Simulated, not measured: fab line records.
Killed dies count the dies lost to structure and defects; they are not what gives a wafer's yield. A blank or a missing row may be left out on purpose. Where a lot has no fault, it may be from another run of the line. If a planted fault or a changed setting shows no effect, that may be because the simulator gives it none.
A struck lot beside a sound one ; flow nand-harc ; 15 out of 1159 route steps
Sound: the wafers L970.3, L970.4, L970.5. Struck: wafers L972.3, L972.4, L972.5. The cause is given at the end.
Per side, at each step with rows, come the tool, then ch with its chambers, and then its first start. Under that, the readings that differ: sound wafers ; struck wafers ; difference of the means ; sigmas: that difference in standard deviations of wafers without a fault.
alike: readings whose means differ by less than 2 such deviations, and words and numbers that are the same on both sides. not compared: withheld readings, readings that some wafer has no value for, bounds like >300 that may hide the same value, and numbers for which the record gives no deviation and whose values overlap.
Wherever a step has rows on one side only, a row that says differs or no value, or a row with sigmas, the two part there. Non-overlapping numbers with no deviation appear without sigmas and do not part them. A reading that every wafer of one side lacks parts them only if that side has two wafers or more.

NHARC_A_ZERO_WELL_DESCUM_12: chemistry O2, time 3 s.
  sound on rie-diel-05 ch 0,1,3, day 7 11:39; struck on rie-diel-05 ch 1,3, day 8 05:31
  alike: drypump-motor-current-A, oes-product-au, rf-vpp-V, showerhead-plenum-p-Torr, throttle-valve-pct
  not compared: rf-hours-counter-h
NHARC_A_ZERO_WELL_ETCH_19: etches the open film in N2/H2, target depth 80 nm, overetch 24 nm, time 87.88 s.
  sound on rie-diel-05 ch 1,2,3, day 7 11:44; struck on rie-diel-05 ch 2,3, day 8 05:38
  alike: drypump-motor-current-A, oes-product-au, rf-vpp-V, showerhead-plenum-p-Torr, throttle-valve-pct
  not compared: rf-hours-counter-h
NHARC_A_ZERO_WELL_ETCH_13: etches the open film in HBr/Cl2, target depth 120 nm, time 40.1 s.
  sound on rie-si-01 ch 0,1,2, day 7 11:51; struck on rie-si-01 ch 1,3, day 8 05:46
  alike: drypump-motor-current-A, he-backside-leak-sccm, oes-product-au, throttle-valve-pct
  not compared: rf-hours-counter-h
then, 4 steps without rows for these wafers: NHARC_A_ZERO_WELL_STRIP_14 (strips in SPM, time 900 s); NHARC_A_ZERO_WELL_IMPLANT_15; NHARC_A_ZERO_WELL_PRECLEAN_22 (cleans in SC1, time 60 s); NHARC_A_ZERO_WELL_SRD_23.
NHARC_A_ZERO_WELL_RTA_16: time 10 s.
  sound on rtp-anneal-02 ch 0, day 7 12:50; struck on rtp-anneal-02 ch 0, day 8 06:43
  alike: lamp-power-pct, wafer_temp_C_max
NHARC_A_ZERO_WELL_INSPECT_17:
  sound on defect-inspect-01, day 7 12:58; struck on defect-inspect-01, day 8 06:52
  alike: raw-defect-count
then, 2 steps without rows for these wafers: NHARC_A_SOURCE_PLATE_PRECLEAN_00 (cleans in HF-LAST, time 60 s); NHARC_A_SOURCE_PLATE_SRD_01.
NHARC_A_SOURCE_PLATE_OXIDE_02: material SiO2, target thk 10 nm, ox time 1362 s.
  sound on furnace-03 ch 0, day 7 13:15; struck on furnace-05 ch 0, day 8 12:49
  alike: ox-temp-c, ox-time-s, tube-center-temp-C, zone-power-top-pct
NHARC_A_SOURCE_PLATE_THK_MEAS_09: measures by ellipsometry.
  sound on film-metro-02, day 7 17:20; struck on film-metro-02, day 8 17:09
reading;sound;struck;difference;sigmas
thk-nm (nm);10.2 11.0 10.8;13.8 15.3 16.8;+4.6;+5
then, 1 step without rows for these wafers: NHARC_A_SOURCE_PLATE_PVD_04 (deposits WSi2, target thk 50 nm).
-- record jumps: 13 days between struck wafers' starts before vs after; left off in module A_SOURCE_PLATE, resumes in module END, first step shown is number 1159 of the route --
NHARC_END_SORT_01:
  only the struck wafers appear in the record here, on prober-02 ch 0 at day 22 02:28; the sound ones have no rows

## WHERE THEY PART
Earliest at NHARC_A_SOURCE_PLATE_THK_MEAS_09; latest, in this record, at NHARC_END_SORT_01.

WHY: what the simulator had put in
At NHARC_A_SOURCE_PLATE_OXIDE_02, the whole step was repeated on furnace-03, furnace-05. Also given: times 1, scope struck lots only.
